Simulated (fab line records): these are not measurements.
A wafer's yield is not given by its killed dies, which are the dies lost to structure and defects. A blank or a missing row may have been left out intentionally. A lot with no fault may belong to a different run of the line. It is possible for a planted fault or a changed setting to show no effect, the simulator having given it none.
What tool caused it? -- flow n5-finfet -- Sampling: 8 lots, 24 wafers, 5 of 1938 route steps

== WHAT EACH GAUGE READ, for each wafer ==
N5_BEOL_M2_OCD_MEAS_38. Usual: trench-depth-nm at 55.3 nm, with a standard deviation of 0.75.
lot,measured,on,trench-depth-nm (nm),flag
L479,day 6 22:25,ocd-02,55.4 54.9 56.4,
L483,day 7 14:34,ocd-01,55.8 55.3 56.4,
L485,day 8 15:30,ocd-02,55.9 55.9 55.2,
L488,day 9 01:02,ocd-01,55.5 55.3 54.8,
L490,day 9 17:42,ocd-02,54.7 55.9 55.5,
L493,day 10 15:34,ocd-01,55.5 56.5 56.4,
L496,day 11 07:03,ocd-02,55.8 54.5 54.7,
L497,day 11 07:29,ocd-02,55.2 54.9 54.7,

N5_BEOL_M4_RC_MEAS_101. Usual: DIBL_N 35.8 mV/V, standard deviation 1.8; DIBL_P 35.9 mV/V, standard deviation 2.2; IOFF_N 0.16 nA/um, standard deviation 0.035; IOFF_P 0.21 nA/um, standard deviation 0.04; ION_N 672 uA/um, standard deviation 11; ION_P 461 uA/um, standard deviation 7.4; SS_N 71.4 mV/dec, standard deviation 0.64; SS_P 73.2 mV/dec, standard deviation 0.67; VT_N 250 mV, standard deviation 3.5; VT_P -251 mV, standard deviation 3.4.
lot,measured,on,DIBL_N (mV/V),DIBL_P (mV/V),IOFF_N (nA/um),IOFF_P (nA/um),ION_N (uA/um),ION_P (uA/um),SS_N (mV/dec),SS_P (mV/dec),VT_N (mV),VT_P (mV),flag
L479,day 7 19:40,prober-02,35.0 35.8 35.0,34.4 36.3 35.2,0.15 0.17 0.15,0.16 0.19 0.17,664 691 671,450 467 459,71.5 72.1 72.0,73.0 73.8 72.7,250 248 248,-254 -252 -252,
L483,day 8 20:38,prober-02,37.6 34.5 35.5,39.3 35.6 37.1,0.21 0.15 0.17,0.27 0.21 0.24,679 670 676,467 459 473,72.1 71.0 71.4,73.9 72.9 73.0,247 250 251,-246 -247 -248,
L485,day 10 00:50,prober-01,38.6 36.7 35.0,40.7 37.9 36.7,0.21 0.17 0.13,0.24 0.19 0.17,691 683 665,467 459 451,72.3 72.1 71.1,73.7 72.5 72.8,247 249 254,-250 -251 -255,
L488,day 10 02:31,prober-01,37.6 34.9 38.6,38.2 34.9 38.6,0.20 0.14 0.20,0.24 0.19 0.25,682 667 682,460 458 465,72.5 71.6 72.4,74.0 72.9 73.3,248 252 247,-248 -252 -247,
L490,day 10 22:46,prober-02,35.6 38.5 37.0,35.6 39.2 37.5,0.14 0.19 0.18,0.18 0.24 0.21,674 682 685,455 459 465,71.6 72.2 72.7,73.2 73.4 73.6,249 249 249,-251 -249 -250,
L493,day 11 19:51,prober-02,34.3 37.1 35.0,34.6 38.2 35.8,0.13 0.19 0.15,0.21 0.28 0.23,658 664 669,462 464 470,71.3 71.2 70.5,73.0 73.7 72.3,253 247 249,-249 -246 -246,
L496,day 12 09:31,prober-01,37.6 36.7 35.9,37.8 36.8 36.1,0.17 0.15 0.14,0.19 0.17 0.17,671 668 660,444 446 448,72.1 72.0 71.8,73.8 73.5 73.5,251 252 253,-257 -256 -256,
L497,day 12 16:39,prober-01,37.3 37.0 32.9,36.3 35.8 31.6,0.18 0.16 0.11,0.21 0.20 0.15,672 682 661,458 464 456,72.0 70.6 70.9,73.2 73.4 72.5,248 249 252,-251 -251 -256,

== EACH LOT AND THE TOOL THAT RAN IT (in order: tool; ch and the chambers of the sampled wafers; start) ==
lot,N5_BEOL_M2_ETCH_74,N5_BEOL_M2_ETCH_77,N5_BEOL_M2_ETCH_70
L479,"rie-diel-05 ch 1,2,3, day 6 17:50","rie-diel-02 ch 0,1,2, day 6 18:59","rie-diel-04 ch 0,1,2, day 6 22:03"
L483,"rie-diel-05 ch 0,3, day 7 12:25","rie-diel-02 ch 0,3, day 7 13:22","rie-diel-04 ch 0,3, day 7 14:13"
L485,"rie-diel-05 ch 2,3, day 8 13:30","rie-diel-04 ch 0,1,3, day 8 14:33","rie-diel-05 ch 0,2,3, day 8 15:08"
L488,"rie-diel-05 ch 0,2,3, day 8 22:52","rie-diel-02 ch 0,1,3, day 8 23:45","rie-diel-04 ch 0,3, day 9 00:41"
L490,"rie-diel-05 ch 0,1,2, day 9 15:19","rie-diel-02 ch 1,2,3, day 9 16:15","rie-diel-02 ch 1,2,3, day 9 17:20"
L493,"rie-diel-02 ch 0,1, day 10 08:17","rie-diel-05 ch 0,1,2, day 10 09:23","rie-diel-04 ch 0,2, day 10 15:13"
L496,"rie-diel-05 ch 0,2,3, day 11 02:05","rie-diel-05 ch 1,3, day 11 03:08","rie-diel-02 ch 1,2,3, day 11 06:41"
L497,"rie-diel-05 ch 0,2,3, day 11 03:15","rie-diel-05 ch 1,2,3, day 11 04:27","rie-diel-02 ch 0,1,2, day 11 07:08"
- N5_BEOL_M2_ETCH_74: etches underlayer in N2/H2, target depth 6.5 nm, time 5.2 s.
- N5_BEOL_M2_ETCH_77: etches underlayer in N2/H2, target depth 6.5 nm, time 5.2 s.
- N5_BEOL_M2_ETCH_70: etches SOC in N2/H2, target depth 80 nm, overetch 24 nm, time 130 s.

== AS READ BY THE TOOLS THEMSELVES (means over the sampled wafers that have a number; for cases with no such wafer, the mark the record gives instead) ==
N5_BEOL_M2_ETCH_74. Usual: bias-w 150.0 W, standard deviation 0.44; drypump-motor-current-A 5.6 A, standard deviation 0.36; etch-rf-on-time-s 5.22 s, standard deviation 0.095; oes-product-au 0.68 a.u., standard deviation 0.076; rf-fwd-power-W 819.4 W, standard deviation 2.4; rf-vpp-V 524.5 V, standard deviation 2.4; showerhead-plenum-p-Torr 2.57 Torr, standard deviation 0.082; throttle-valve-pct 17.73 %, standard deviation 0.21.
lot,tool,bias-w (W),drypump-motor-current-A (A),etch-rf-on-time-s (s),oes-product-au (a.u.),rf-fwd-power-W (W),rf-vpp-V (V),showerhead-plenum-p-Torr (Torr),throttle-valve-pct (%),flag
L479,rie-diel-05,150.0,5.6,5.26,0.60,819.6,523.0,2.55,17.72,
L483,rie-diel-05,150.2,5.7,5.22,0.66,820.4,525.1,2.57,17.66,
L485,rie-diel-05,150.2,5.8,5.23,0.60,820.4,525.0,2.58,17.45,
L488,rie-diel-05,150.0,5.7,5.22,0.65,819.4,525.0,2.61,17.60,
L490,rie-diel-05,149.8,5.6,5.15,0.71,818.1,525.6,2.61,17.70,
L493,rie-diel-02,149.6,5.4,5.19,0.73,817.7,524.8,2.59,17.80,
L496,rie-diel-05,150.0,5.7,5.27,0.63,817.7,526.1,2.60,17.65,
L497,rie-diel-05,150.1,5.7,5.27,0.63,819.1,525.5,2.60,17.64,

N5_BEOL_M2_ETCH_77. Usual: bias-w 150.0 W, standard deviation 0.48; drypump-motor-current-A 5.6 A, standard deviation 0.43; etch-rf-on-time-s 5.22 s, standard deviation 0.099; oes-product-au 0.69 a.u., standard deviation 0.067; rf-fwd-power-W 819.4 W, standard deviation 2.4; rf-vpp-V 524.0 V, standard deviation 2.7; showerhead-plenum-p-Torr 2.55 Torr, standard deviation 0.083; throttle-valve-pct 17.76 %, standard deviation 0.18.
lot,tool,bias-w (W),drypump-motor-current-A (A),etch-rf-on-time-s (s),oes-product-au (a.u.),rf-fwd-power-W (W),rf-vpp-V (V),showerhead-plenum-p-Torr (Torr),throttle-valve-pct (%),flag
L479,rie-diel-02,150.3,5.8,5.31,0.63,818.2,523.5,2.54,17.85,
L483,rie-diel-02,149.9,5.4,5.31,0.71,821.7,523.4,2.54,17.69,
L485,rie-diel-04,149.6,5.4,5.17,0.73,818.4,525.3,2.59,17.64,
L488,rie-diel-02,150.2,5.4,5.21,0.74,818.9,524.3,2.55,17.78,
L490,rie-diel-02,150.1,5.8,5.23,0.71,820.5,522.5,2.50,17.84,
L493,rie-diel-05,149.9,5.6,5.15,0.70,821.0,525.8,2.61,17.70,
L496,rie-diel-05,149.9,5.5,5.16,0.72,819.2,521.5,2.50,17.75,
L497,rie-diel-05,150.1,5.6,5.25,0.65,819.5,523.5,2.53,17.62,

N5_BEOL_M2_ETCH_70. Usual: bias-w 149.9 W, standard deviation 0.42; drypump-motor-current-A 5.6 A, standard deviation 0.41; oes-product-au 0.59 a.u., standard deviation 0.059; rf-fwd-power-W 835.8 W, standard deviation 2.8; rf-vpp-V 524.5 V, standard deviation 2.5; showerhead-plenum-p-Torr 2.57 Torr, standard deviation 0.086; throttle-valve-pct 17.73 %, standard deviation 0.19.
lot,tool,bias-w (W),drypump-motor-current-A (A),oes-product-au (a.u.),rf-fwd-power-W (W),rf-vpp-V (V),showerhead-plenum-p-Torr (Torr),throttle-valve-pct (%),flag
L479,rie-diel-04,149.9,5.7,0.54,837.1,525.2,2.57,17.87,
L483,rie-diel-04,149.9,5.6,0.60,834.1,525.2,2.60,17.66,
L485,rie-diel-05,150.0,5.7,0.56,838.3,525.9,2.61,17.57,
L488,rie-diel-04,184.1,5.6,0.58,836.8,596.6,2.59,17.69,OFF
L490,rie-diel-02,149.5,5.8,0.62,835.8,522.9,2.50,17.79,
L493,rie-diel-04,167.4,5.8,0.54,834.3,561.2,2.60,17.98,OFF
L496,rie-diel-02,149.9,5.8,0.60,835.7,521.9,2.50,17.82,
L497,rie-diel-02,150.0,5.8,0.58,834.4,523.2,2.53,17.74,

== THE ANSWER, worked out from the rows above alone ==
Rule: take the mean of a lot's wafers that have a number; if it is more than 3 standard deviations from the usual mean, the lot is off. Also off: a lot with no number at a reading for which 4 or more lots have one. Where the step has rows for the other lots, those lots are counted as sound. After the gauges, taken in route order, come the tools' own readings; for these a lot's mean is taken, as printed above. At the first step where some lot is off, the reading lying furthest off is the one used; lots without a number count as furthest.
Off: L488, L493 (N5_BEOL_M2_ETCH_70, bias-w).
A tool fits if, at that step or a process step before it, it ran every lot that is off, and no sound lot after the first of them. One fits: N5_BEOL_M2_ETCH_70 on rie-diel-04. Its last sound lot is L483 (day 7 14:13), its first lot that is off L488 (day 9 00:41): a fault that began between those two fits.
The tool's own readings at N5_BEOL_M2_ETCH_70 bear it out: on the lots that are off they differ by more than 5 times the standard deviation of the sound lots' means. bias-w reads 175.8 W there against 149.9 W on the sound lots; rf-vpp-V reads 578.9 V there against 524.0 V on the sound lots.

== WHAT HAD BEEN PUT IN BY THE SIMULATOR ==
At N5_BEOL_M2_ETCH_70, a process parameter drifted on rie-diel-04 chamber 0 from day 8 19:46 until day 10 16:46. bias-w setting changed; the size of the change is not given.
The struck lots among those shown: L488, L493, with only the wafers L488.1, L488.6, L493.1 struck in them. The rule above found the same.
